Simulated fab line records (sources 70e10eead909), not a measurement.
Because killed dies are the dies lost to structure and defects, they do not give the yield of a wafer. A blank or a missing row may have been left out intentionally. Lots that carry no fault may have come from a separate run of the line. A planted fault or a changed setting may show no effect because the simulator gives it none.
Comparing a struck lot with a sound one | flow nandHarc | 14 steps out of a route of 1159
Sound: the wafers L981.2, L981.3, L981.5. The struck wafers were L975.2, L975.3, L975.6. The cause is given at the end.
Per side, at each step with rows, come the tool, then ch with its chambers, and then its first start. Under that, the readings that differ: sound wafers | struck wafers | difference of the means | sigmas: that difference in standard deviations of wafers without a fault.
alike: words and numbers the same on both sides, and readings whose means are apart by under 2 such deviations; not compared: readings that were withheld, readings missing a value for some wafer, numbers with overlapping values and no deviation given by the record, and bounds like >300 which may hide the same value.
The two part at a step that has a row with sigmas, a row that says differs or no value, or rows on one side only. Non-overlapping numbers with no deviation appear without sigmas and do not part them. A reading missing from all wafers of one side parts the sides only when that side holds two or more wafers.

first, 5 steps without rows for these wafers: NHARC_A_STAIRCASE_EBR_285; NHARC_A_STAIRCASE_EXPOSE_286 (exposes mask CHOP 100); NHARC_A_STAIRCASE_PEB_287 (peb time 130 s); NHARC_A_STAIRCASE_DEVELOP_288 (time 140 s); NHARC_A_STAIRCASE_HARDBAKE_290 (time 140 s).
NHARC_A_STAIRCASE_DESCUM_291: chemistry O2, time 3 s.
  sound on rieDiel-07 ch 1,3, day 16 06:46; struck on rieDiel-07 ch 0,1, day 14 18:52
  alike: drypumpMotorCurrentA, oesProductAu, rfVppV, showerheadPlenumPTorr, throttleValvePct
  not compared: rfHoursCounterH
NHARC_A_STAIRCASE_ETCH_292: etches the open film in CF4/CHF3.
  sound on rieDiel-07 ch 0,2,3, day 16 06:52; struck on rieDiel-07 ch 1,2, day 14 18:58
  alike: drypumpMotorCurrentA, oesProductAu, rfVppV, showerheadPlenumPTorr, throttleValvePct
  not compared: rfHoursCounterH
NHARC_A_STAIRCASE_HM_OPEN_460: chemistry O2/COS.
  sound on rieDiel-07 ch 2,3; struck on rieDiel-07 ch 0,1
  alike: drypumpMotorCurrentA, oesProductAu, rfVppV, showerheadPlenumPTorr, throttleValvePct
  not compared: rfHoursCounterH
then, 1 step without rows for these wafers: NHARC_A_STAIRCASE_STRIP_461 (strips in O2/COS).
NHARC_A_STAIRCASE_ETCH_452: etches the open film in CF4/O2, target depth 30 nm, overetch 3 nm, time 16.5 s.
  sound on rieDiel-07 ch 0,2; struck on rieDiel-07 ch 0,2
  alike: drypumpMotorCurrentA, oes_ar_750_au, oes_o_777_au, oesProductAu, rfVppV, showerheadPlenumPTorr, throttleValvePct
  not compared: rfHoursCounterH
NHARC_A_STAIRCASE_ETCH_294: etches the open film in C4F8/O2/Ar, target depth 4992 nm, time 1212.4 s.
  sound on rieDiel-07 ch 1,2,3; struck on rieDiel-07 ch 0,1,3
  alike: oesProductAu, rfVppV
  not compared: rfHoursCounterH
NHARC_A_STAIRCASE_STRIP_295: strips in O2.
  sound on rieDiel-07 ch 1,3, day 16 08:11; struck on rieDiel-07 ch 0,2,3, day 14 20:17
  no value came back on the struck wafers for any of 7 readings (biasW (W), chamberPressureMTorr (mTorr) and others); on the sound wafers biasW (W) reads 0 0 0
  not compared: rfHoursCounterH
then, 1 step without rows for these wafers: NHARC_A_STAIRCASE_STRIP_296 (strips in SPM, time 900 s).
-- break in the record here, with 7 days between the starts of the struck wafers on either side (left off in module A_STAIRCASE, picked up again in module END, where the first step shown is number 1159 on the route) --
NHARC_END_SORT_01:
  at this point the record logs the struck wafers (prober-01 ch 0, day 22 04:32) and has no rows for the sound ones

== WHERE THEY PART ==
First at NHARC_A_STAIRCASE_STRIP_295; last, within this record, at NHARC_END_SORT_01.

WHY: whatever the simulator had introduced
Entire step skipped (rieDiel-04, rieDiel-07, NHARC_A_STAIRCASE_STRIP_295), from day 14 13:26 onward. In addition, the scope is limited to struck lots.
